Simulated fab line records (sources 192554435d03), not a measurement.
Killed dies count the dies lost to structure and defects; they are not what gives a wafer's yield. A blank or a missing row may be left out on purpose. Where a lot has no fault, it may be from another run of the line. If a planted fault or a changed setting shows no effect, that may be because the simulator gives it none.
3 desks looking at one fault	flow n5_finfet	what lay behind the numbers comes last; until then each desk has only its own

THE DEFECT DESK
What the inspections along the route counted, lot by lot: means of the sampled wafers that have a number. The brackets show how far a lot's mean lies from the usual mean; more than 4 standard deviations puts the lot out of limits, marked OUT.
Columns: A = raw_defect_count at N5_BEOL_M10_INSPECT_30, usual 416
lot	first seen here	A
L889	day 10 11:57	374
L888	day 10 17:32	403
L887	day 10 19:48	372
L892	day 11 07:53	457
L900	day 13 12:21	381
L896	day 13 14:13	419
L898	day 13 14:23	497
L902	day 13 14:26	303
L903	day 14 06:17	481
L905	day 15 01:28	259
L908	day 15 08:33	399
L909	day 16 10:54	421
Result from this desk: across the 12 lots, nothing is out of limits.

METROLOGY DESK
Lot by lot, what the gauges showed, no matter which tool ran the lot: averages of those sampled wafers that carry a number. The brackets show how far a lot's mean lies from the usual mean; more than 4 standard deviations puts the lot out of limits, marked OUT.
Columns: A = trench_depth_nm at N5_BEOL_M10_OCD_MEAS_38, usual 146.9 nm; B = cd_nm at N5_BEOL_M10_CD_MEAS_35, usual 70.3 nm
lot	first seen here	A	B
L889	day 10 13:04	147.1	69.9
L888	day 10 18:04	145.8	70.5
L887	day 10 20:38	149.0	70.3
L892	day 11 08:24	148.1	69.8
L900	day 13 12:56	146.2	71.3
L896	day 13 14:53	147.0	70.1
L898	day 13 15:22	146.9	70.8
L902	day 13 15:22	145.8	70.1
L903	day 14 06:57	147.0	71.1
L905	day 15 02:00	147.4	70.0
L908	day 15 09:05	147.5	71.1
L909	day 16 11:26	150.6	69.7
Result from this desk: across the 12 lots, nothing is out of limits.

THE TOOL OWNER'S DESK: pecvd-04
The tool's own readings at N5_BEOL_M11_ILD_DEP_00 (deposits SiCOH lowk from DEMS/porogen, target thk 308.51 nm, time 58 s): means of the sampled wafers that have a number, for each lot that ran on this tool. The brackets show how far a lot's mean lies from the usual mean; more than 4 standard deviations puts the lot out of limits, marked OUT.
Columns: A = heater_power_w at N5_BEOL_M11_ILD_DEP_00, usual 289 W; B = showerhead_plenum_p_Torr at N5_BEOL_M11_ILD_DEP_00, usual 5.745 Torr; C = susceptor_temp_C at N5_BEOL_M11_ILD_DEP_00, usual 300.02 C; D = throttle_valve_pct at N5_BEOL_M11_ILD_DEP_00, usual 13.8 %
lot	first seen here	A	B	C	D
L892	day 11 12:23	284	5.749	299.96	13.5
L896	day 13 17:39	294	5.769	298.74 (-6.8) OUT	13.8
L898	day 13 18:11	241	5.746	298.83 (-6.3) OUT	13.3
This desk's verdict: out of limits on L896, L898, starting with L896 at day 13 17:39 (susceptor_temp_C at N5_BEOL_M11_ILD_DEP_00). In limits: L892.

TAKEN TOGETHER
The tool owner's desk could have raised an alarm at day 13 17:39, on L896, L898.
The defect desk saw nothing out of limits.
The metrology desk saw nothing out of limits.
The defect desk has L896, L898 on record, within its limits.
The metrology desk holds a record of L896, L898, inside its limits.
The lots listed all ran N5_BEOL_M11_ILD_DEP_00 on pecvd-04.

WHAT WAS PUT IN BY THE SIMULATOR
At N5_BEOL_M11_ILD_DEP_00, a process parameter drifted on pecvd-04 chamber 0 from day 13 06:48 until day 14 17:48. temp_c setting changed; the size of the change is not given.
Shown lots that were struck: L896, L898.
Hours from the fault's start to each desk's first reading out of limits: the tool owner's desk, 11.
